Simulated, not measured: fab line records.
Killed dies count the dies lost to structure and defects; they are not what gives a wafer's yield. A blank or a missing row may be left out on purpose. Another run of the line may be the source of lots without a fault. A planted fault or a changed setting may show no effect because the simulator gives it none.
Matching of chambers + flow n5 finfet + N5_BEOL_M10_CURE_71 on uv cure-01: 3 sister chambers
The step cures SiCOH lowk, time 240 s. 6 wafers are shown with their chamber, then 9 later ones without.

EACH WAFER AND ITS CHAMBER
| wafer  | chamber | wafer_temp_C_max | lamp power pct (%) |
|--------|---------|------------------|--------------------|
| L081.5 | 0       | 387.4            | 52.18              |
| L081.6 | 0       | 386.8            | 52.26              |
| L086.3 | 1       | 387.8            | 52.31              |
| L086.5 | 1       | 389.1            | 52.37              |
| L088.3 | 2       | 386.5            | 52.36              |
| L088.5 | 2       | 386.4            | 52.33              |

WAFERS WITH NO CHAMBER GIVEN
| wafer  | wafer_temp_C_max | lamp power pct (%) |
|--------|------------------|--------------------|
| L094.1 | 385.8            | 52.37              |
| L094.2 | 386.5            | 52.42              |
| L094.3 | 386.0            | 52.27              |
| L096.2 | 386.4            | 52.32              |
| L096.4 | 386.1            | 52.29              |
| L096.5 | 386.7            | 52.23              |
| L097.1 | 387.0            | 52.29              |
| L097.3 | 386.7            | 52.37              |
| L097.5 | 387.1            | 52.33              |

WHICH CHAMBER EACH ONE RAN IN
| wafer  | from the rows above          | in truth                   |
|--------|------------------------------|----------------------------|
| L094.1 | 2                            | 2                          |
| L094.2 | 2                            | 2                          |
| L094.3 | can't be placed: 2 or 0      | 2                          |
| L096.2 | 2                            | 2                          |
| L096.4 | can't be placed: 2 or 0      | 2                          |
| L096.5 | 0                            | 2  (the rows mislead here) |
| L097.1 | can't be placed: 2 or 0 or 1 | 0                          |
| L097.3 | 2                            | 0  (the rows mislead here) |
| L097.5 | can't be placed: 2 or 1 or 0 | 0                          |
Correctly placed: 3 of 9. Not placeable from these rows: 4 (in 4, the candidates include the true chamber). 2 placed wrongly.
How it was worked out, from the rows above alone: a wafer's distance from a chamber is the root of the sum, over the readings, of the square of ((its reading less the chamber's mean) divided by the reading's scatter). If the next closest chamber is less than 2 further off than the closest, the wafer can't be placed; otherwise it belongs to the closest. The mean given for a chamber averages the wafers shown for that chamber. How the scatter is found: for the shown wafers, subtract from each reading the mean of its chamber, square and add these, divide the total by (wafers less chambers), then take the root.
